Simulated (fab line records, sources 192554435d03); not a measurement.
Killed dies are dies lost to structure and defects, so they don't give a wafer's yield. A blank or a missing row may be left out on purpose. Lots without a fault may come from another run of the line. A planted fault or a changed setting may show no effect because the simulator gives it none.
Problem report in the 8D (eight disciplines) form, filled by code | flow n5_finfet | the parts of the form that need people (team, actions taken, sign-off) are left out

1. THE PROBLEM
killed_at_M4_up at N5_PASSIVATION_PROBE_49 reads a mean of 143 on 6 wafers of 2 lots; wafers without a fault read 14 with a standard deviation of 6.3. That is +20 standard deviations from the usual mean.
First seen on wafer L358.3, day 14 19:07, on prober-01. The record holds 6 wafers of 2 lots with a number at this step. Rule for "out", or "out of limits": more than 4 standard deviations from the usual mean. The other wafers with a number count as sound.

2. WHAT IT IS AND WHAT IT IS NOT
question                    | is                     | is not
which readings at this step | killed_at_M4_up        | killed_at_M0_to_M3, killed_at_contacts, killed_at_front_end, killed_at_other, killed_open, killed_short
which lots                  | L358, L359             | -
which wafers of those lots  | all that have a number | -
read on which tools         | prober-01              | -
when                        | from day 14 19:07      | up to then (0 sound wafers)

3. SUSPECTS, AND WHAT RULES EACH OUT
Counting: a tool at a process step up to the reading stays a suspect if it ran every lot that is out and no sound lot after the first of them.
- ald_sin-02 at N5_BEOL_M4_ALD_98 (deposits SiO2, target thk 2.5 nm, pulse time 1 s, co reactant pulse time 1 s): kept. It ran every lot that is out, first L358 (day 10 06:22), and no sound lot after that.
- rie_diel-06 at N5_MIM_BOT_LITHO_DESCUM_10 (chemistry O2, time 7.9 s): kept. It ran every lot that is out, first L358 (day 14 10:19), and no sound lot after that.
- prober-01 at N5_PASSIVATION_PROBE_49: kept. It ran every lot that is out, first L358 (day 14 19:07), and no sound lot after that. Its own readings are out on those wafers: killed_at_M4_up.
Left after counting: ald_sin-02 at N5_BEOL_M4_ALD_98, rie_diel-06 at N5_MIM_BOT_LITHO_DESCUM_10, prober-01 at N5_PASSIVATION_PROBE_49.

4. THE CAUSE (what the simulator had put in)
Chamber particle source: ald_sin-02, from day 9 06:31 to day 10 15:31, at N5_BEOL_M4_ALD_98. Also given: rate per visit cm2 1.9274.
Counting left 3 suspects, and this tool is among them.

5. THE CHAIN OF EFFECTS, in route order
Each row: a reading whose mean over the struck wafers that have a number lies more than 3 standard deviations from the usual. Only readings for which the record gives a usual standard deviation are gone through. hours: the time from each lot's start at the first step in this table that gives one to its start at this step, as a median over the lots. sigmas: the change in usual standard deviations.
hours | step                    | reading              | usual  | on struck wafers | change | sigmas
0     | N5_PASSIVATION_PROBE_49 | defect_limited_yield | 91.6 % | 81.5             | -10.1  | -6.3
0     | N5_PASSIVATION_PROBE_49 | killed_at_M4_up      | 14     | 143              | +129   | +20
0     | N5_PASSIVATION_PROBE_49 | killed_dies          | 100    | 218              | +118   | +6.2
0     | N5_PASSIVATION_PROBE_49 | sort_bin_5_function  | 5.0 %  | 10.7             | +5.7   | +5.2
0     | N5_PASSIVATION_PROBE_49 | sort_n_pass          | 1080   | 962              | -118   | -6.6
0     | N5_PASSIVATION_PROBE_49 | sort_yield_pct       | 91.6 % | 81.5             | -10.1  | -6.3
The process steps in it:
- N5_PASSIVATION_PROBE_49

6. WHAT WOULD HAVE CAUGHT IT SOONER
In this record the first reading out of limits was taken at day 14 19:07, 133 hours after the fault began at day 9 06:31.
Of the tool readings at N5_BEOL_M4_ALD_98 for which the record gives a usual standard deviation, none was out on any struck wafer, so an alarm limit of 4 standard deviations on them would not have fired.
All the lots that are out (2) had begun N5_BEOL_M4_ALD_98 on ald_sin-02 by day 14 19:07. A hold on the tool at that time would have spared none of them.
